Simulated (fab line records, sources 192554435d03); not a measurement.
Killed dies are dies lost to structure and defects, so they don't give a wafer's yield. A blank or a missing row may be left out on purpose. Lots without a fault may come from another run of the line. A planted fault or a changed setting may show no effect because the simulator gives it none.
fab line records | flow n5_finfet
record lots=3 wafers=9 last_day=17
route steps=1938 shown BEOL_M1@831 BEOL_M2@841 BEOL_M4@1111
lots that met no fault: from a run of the same line without faults
start_h: hours from the record's first day to the start of the lot's first wafer shown | wait_h: hours since the lot's step before | " the same as in the row above | L1.1+2: a row that stands for several wafers | - no value, or no start given | * or withheld: withheld | < > ~ a bound
route shown NAME@n: a module of which the file shows steps, and the number in the route of the first | usual: mean/standard deviation of fault-free wafers | same: alike in all rows | chamber/n: place in a boat | sites: the reading at each site | _std_site: their standard deviation | _edge_site: outer sites' mean less inner sites' | radius_mm: how far each site lies from the wafer's centre | mask NAME#n: copy n | behind: the tool/chamber that last shaped the wafer | hold: why the lot was held/for how many hours/how that ended | device: the transistor (n, p or np) that didn't switch | end of line: the same wafers' tests at the end of the route | a step without rows: its recipe alone | killed: dies lost to structure and defects at the first sort, not the wafer's yield | map: a wafer's dies, x killed, . not, _ none there
set.NAME: the setting as run; set.NAME@STEP: as run at that earlier step | model.NAME: the simulator's own value behind a step, which no gauge read
lots at some steps of the route; a table a step, a row a wafer
services: from which hour (start_h, from the record's first day; less than 0 if before it) a tool's chamber was out of use, for how many hours, and why
## steps
# step N5_BEOL_M1_ECD_50
# recipe material=Cu target_thk_a=3000
# step N5_BEOL_M1_ANNEAL_51
# recipe temp_c=225 time_s=90 ambient=N2
# step N5_BEOL_M1_CMP_52
# recipe stop_on=SiOC t_overpolish_s=6.8 down_force_psi=1 platen_rpm=50 clearing_platen_down_force_psi=1.5 clearing_platen_rpm=50 post_cmp_clean=cu_alkaline target_thk_nm=40 clearing_platen_pad_velocity_m_s=0.99484 pad_velocity_m_s=0.99484
# step N5_BEOL_M1_PRE_CLEAN_60
# recipe gas=NH3/H2 time_s=15 temp_c=* rf_power_w=300
# step N5_BEOL_M1_CO_CAP_55
# recipe material=Co target_thk_a=20 temp_c=200 precursor=CCTBA/H2 pressure_torr=30 time_s=102.1
# step N5_BEOL_M1_PRE_CLEAN_56
# recipe gas=NH3 time_s=15 temp_c=withheld rf_power_w=300
# step N5_BEOL_M1_DEP_57
# recipe material=SiCN target_thk_a=80 temp_c=withheld precursor=3MS/NH3 pressure_torr=3 rf_w=202 time_s=14
# step N5_BEOL_M2_ILD_DEP_00
# recipe material=SiOC target_thk_a=790 temp_c=350 precursor=DEMS/O2 pressure_torr=5 rf_w=500 time_s=15.3
# step N5_BEOL_M2_PECVD_72
# recipe material=SiO2 target_thk_a=160 temp_c=400 precursor=TEOS/O2 pressure_torr=5.5 rf_w=450 teos_flow_sccm=53.8 gas=O2 flow_sccm=3000 time_s=18
# usual heater_power_w=698/74 rf_fwd_power_W=444.7/2.3 showerhead_plenum_p_Torr=8.76/0.059 throttle_valve_pct=21.8/1.1
# columns lot.wafer tool chamber start_h wait_h heater_power_w rf_fwd_power_W showerhead_plenum_p_Torr throttle_valve_pct model.SiO2_of_BEOL_M2_PECVD_72.thk_nm
L751.1 pecvd-01 0 166.35 0.0 840 441.7 8.69 20.4 16
L751.4 " 2 " " 814 446.5 8.76 20.6 16.6
L751.5 " 0 " " 831 441.4 8.69 20.1 16.2
L761.1 pecvd-01 0 226.21 0.0 809 442.2 8.68 20.2 16
L761.2 " 2 " " 795 - 8.76 20.8 12.6
L761.3 " 2 " " 757 - 8.74 20.5 12.8
L767.3 pecvd-02 1 273.60 0.0 600 445.1 8.77 22.9 16
L767.5 " 1 " " 582 445.6 8.77 23.2 16
L767.6 " 2 " " 533 443.2 8.69 22.2 16
# step N5_BEOL_M2_HM_DEP_02
# recipe material=TiN target_thk_a=200 temp_c=25 chamber_pressure_pa=0.49996
# step N5_BEOL_M2_COAT_61
# recipe resist=SOC temp_c=250 time_s=60 spin_rpm=1500 resist_thk_nm=60
# step N5_BEOL_M2_COAT_62
# recipe resist=SiARC temp_c=220 time_s=60 spin_rpm=1500 resist_thk_nm=12
# step N5_BEOL_M2_COAT_73
# recipe resist=underlayer temp_c=205 time_s=60 spin_rpm=1500 resist_thk_nm=5
# step N5_BEOL_M2_COAT_05
# recipe resist=CAR-EUV spin_rpm=1500 resist_thk_nm=30
# step N5_BEOL_M2_EBR_07
# recipe solvent=PGMEA ebr_width_mm=1.5
# step N5_BEOL_M2_SOFTBAKE_06
# recipe temp_c=110 time_s=60 resist=CAR-EUV
# step N5_BEOL_M2_EXPOSE_08
# recipe mask_id=M2 na=0.33 source_shape=dipole sigma_inner=0.369 sigma_outer=0.767 polarization=unpolarized dose_mj=41.25
# step N5_BEOL_M2_PEB_09
# recipe peb_temp_c=100 peb_time_s=60 resist=CAR-EUV
# step N5_BEOL_M2_DEVELOP_10
# recipe develop_time_s=30 developer=TMAH resist=CAR-EUV rinse_liquid=surfactant_rinse dry=air_spin dev_temp_c=23
# step N5_BEOL_M2_DESCUM_16
# recipe chemistry=O2 time_s=7 source_power_w=50 bias_power_w=20 pressure_mtorr=20 rf_frequency_hz=2.712e+07 temp_c=40 resist=CAR-EUV o2_flow_sccm=225
# step N5_BEOL_M2_ETCH_74
# recipe chemistry=N2/H2 target=underlayer target_depth_a=65 mask_material=CAR-EUV time_s=5.2 ion_energy_ev=200 pressure_mtorr=30 source_w=840 bias_w=150 n2_flow_sccm=200 h2_flow_sccm=200 ends=cleared
# step N5_BEOL_M2_ETCH_63
# recipe chemistry=CF4 target=SiARC target_depth_a=156 mask_material=CAR-EUV time_s=26 ion_energy_ev=80 pressure_mtorr=40 source_w=545 bias_w=36 Ar_flow_sccm=100 cf4_flow_sccm=100 ends=cleared
# step N5_BEOL_M2_ETCH_64
# recipe chemistry=N2/H2 target=SOC target_depth_a=750 overetch_a=225 mask_material=SiARC temp_c=40 time_s=121.9 ion_energy_ev=200 pressure_mtorr=30 source_w=840 bias_w=150 n2_flow_sccm=200 h2_flow_sccm=200
# step N5_BEOL_M2_STRIP_65
# recipe chemistry=N2/H2 temp_c=40 n2_flow_sccm=200 h2_flow_sccm=200 rf_frequency_hz=6e+07
# step N5_BEOL_M2_STRIP_75
# recipe chemistry=N2/H2 temp_c=40 n2_flow_sccm=200 h2_flow_sccm=200 rf_frequency_hz=6e+07
# step N5_BEOL_M2_STRIP_66
# recipe chemistry=CF4 resist=SiARC power_w=300 bias_power_w=75 pressure_mtorr=50 cf4_flow_sccm=150 rf_frequency_hz=6e+07
# step N5_BEOL_M2_HM_OPEN_17
# recipe chemistry=Cl2/BCl3 target_depth_a=200 overetch_a=60 target=TiN mask_material=SOC ion_energy_ev=150 pressure_mtorr=10 icp_w=1000 bias_w=126 Cl2_flow_sccm=53.25 bcl3_flow_sccm=21.75 Ar_flow_sccm=25
# step N5_BEOL_M2_STRIP_19
# recipe chemistry=O2 power_w=400 temp_c=40 pressure_mtorr=30 rf_frequency_hz=6e+07 bias_power_w=0 overash_fraction=0.2 o2_flow_sccm=225
# step N5_BEOL_M2_COAT_67
# recipe resist=SOC temp_c=250 time_s=60 spin_rpm=1500 resist_thk_nm=60
# step N5_BEOL_M2_COAT_68
# recipe resist=SiARC temp_c=220 time_s=60 spin_rpm=1500 resist_thk_nm=12
# step N5_BEOL_M2_COAT_76
# recipe resist=underlayer temp_c=205 time_s=60 spin_rpm=1500 resist_thk_nm=5
# step N5_BEOL_M2_COAT_22
# recipe resist=CAR-EUV spin_rpm=1500 resist_thk_nm=30
# step N5_BEOL_M2_EBR_24
# recipe solvent=PGMEA ebr_width_mm=1.5
# step N5_BEOL_M2_SOFTBAKE_23
# recipe temp_c=110 time_s=60 resist=CAR-EUV
# step N5_BEOL_M2_HM_STRIP_39
# recipe chemistry=peroxide_tin_strip material=TiN target_depth_a=250 temp_c=50 time_s=158
# columns lot.wafer tool chamber start_h wait_h model.SiO2_of_BEOL_M2_PECVD_72.thk_nm
L751.1 wet_bench-03 1 172.93 0.0 15.8
L751.4 " 4 " " 16.4
L751.5 " 7 " " 16
L761.1 wet_bench-03 7 231.39 0.0 15.8
L761.2 " 1 " " 12.4
L761.3 " 0 " " 12.6
L767.3+6 wet_bench-01 7,5 278.73 0.0 15.8
L767.5 " 4 " " 16
# step N5_BEOL_M2_CMP_52
# recipe stop_on=SiOC t_overpolish_s=6.8 down_force_psi=1 platen_rpm=50 clearing_platen_down_force_psi=1.5 clearing_platen_rpm=50 post_cmp_clean=cu_alkaline target_thk_nm=40 clearing_platen_pad_velocity_m_s=0.99484 pad_velocity_m_s=0.99484
# usual barrier_field_endpoint_s=24.7/0.67 clearing_platen_down_force_psi=1.4998/0.0029 motor_current_A=6.1/0.52
# columns lot.wafer tool chamber start_h wait_h barrier_field_endpoint_s clearing_platen_down_force_psi motor_current_A
L751.1 cmp-01 1 177.95 0.3 24.8 1.4992 5.7
L751.4 " 2 " " 25.8 1.4985 6.3
L751.5 " 0 " " 24.8 1.4987 5.4
L761.1 cmp-02 3 238.36 0.3 24.7 1.4972 5.8
L761.2 " 0 " " 20.7 1.4980 6.5
L761.3 " 1 " " 21.4 1.5001 5.9
L767.3 cmp-04 3 282.29 0.2 24.2 1.4995 6.1
L767.6 " 1 " " 24.5 1.5030 7.0
L767.5 " 2 " " 25.0 1.4986 7.1
# step N5_BEOL_M4_RC_MEAS_101
# usual DIBL_N=35.9/1.8 DIBL_P=36.2/2 IOFF_N=0.16/0.031 IOFF_P=0.22/0.041 ION_N=676/11 ION_P=465/8.5 SS_N=71.4/0.64 SS_P=73.2/0.7 VT_N=250/3.5 VT_P=-250/3.9
# columns lot.wafer tool chamber start_h wait_h DIBL_N[mV/V] DIBL_P[mV/V] IOFF_N[nA/um] IOFF_P[nA/um] ION_N[uA/um] ION_P[uA/um] SS_N[mV/dec] SS_P[mV/dec] VT_N[mV] VT_P[mV]
L751.1 prober-02 0 214.72 0.0 33.6 33.3 0.11 0.15 660 449 70.8 72.5 256 -255
L751.4 " 0 " " 36.3 36.2 0.16 0.19 682 464 72.5 74.1 248 -255
L751.5 " 0 " " 35.6 34.8 0.15 0.18 665 453 71.9 72.7 248 -257
L761.1 prober-01 0 259.86 0.0 33.9 34.3 0.12 0.15 662 447 71.9 72.3 254 -257
L761.2 " 0 " " 33.6 34.0 0.12 0.15 664 462 70.5 72.8 255 -256
L761.3 " 0 " " 35.2 35.5 0.13 0.17 668 456 70.8 72.6 252 -255
L767.3 prober-01 0 303.57 0.3 37.8 37.4 0.22 0.26 692 476 72.9 74.4 243 -246
L767.5 " 0 " " 36.3 35.7 0.18 0.24 684 465 71.9 73.1 248 -249
L767.6 " 0 " " 34.6 33.0 0.15 0.19 670 459 71.1 72.4 250 -251
## services
# columns tool chamber start_h hours kind
cmp-01 - 145.89 1.5 repair
wet_bench-03 - 150.44 1.5 repair
cmp-04 - 152.45 4.0 pm
pecvd-02 1 154.51 5.5 scheduled_down
cmp-04 - 156.45 - consumable_replace:conditioner
cmp-04 - 156.45 - consumable_replace:pad
pecvd-01 0 161.23 2.1 scheduled_down
pecvd-01 1 163.36 2.1 scheduled_down
pecvd-01 2 176.43 2.1 scheduled_down
cmp-01 - 189.89 0.5 repair
cmp-01 - 193.71 0.6 repair
cmp-01 - 207.65 1.6 repair
pecvd-01 2 208.98 16.5 scheduled_down
cmp-02 - 210.90 4.0 pm
cmp-02 - 214.90 - consumable_replace:conditioner
cmp-02 - 214.90 - consumable_replace:pad
cmp-02 - 233.10 0.6 repair
wet_bench-01 - 245.79 2.5 repair
pecvd-02 2 252.11 3.4 repair
pecvd-02 - 257.22 1.5 repair
cmp-04 - 273.88 2.7 repair
cmp-01 - 276.31 4.0 pm
cmp-01 - 280.31 - consumable_replace:conditioner
cmp-01 - 280.31 - consumable_replace:pad
## key
first_sign step=N5_BEOL_M2_CMP_52 reading=barrier_field_endpoint_s direction=down sigmas=5.5 usual=24.7 struck=21.1
effect none on later readings
model_effect step=N5_BEOL_M2_PECVD_72 value=SiO2_of_BEOL_M2_PECVD_72.thk_nm without=16 struck=12.7
model_effect step=N5_BEOL_M2_HM_STRIP_39 value=SiO2_of_BEOL_M2_PECVD_72.thk_nm without=15.9 struck=12.5
met_at N5_BEOL_M2_PECVD_72
struck_wafers L761.2,L761.3
onset_between 166.35 226.21
fault kind=process_parameter_drift tool=pecvd-01 chamber=2 onset_h=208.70 steps=N5_BEOL_M2_PECVD_72 channel=time_s offset=* shape=step end_h=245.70 acts_in=* stated=*
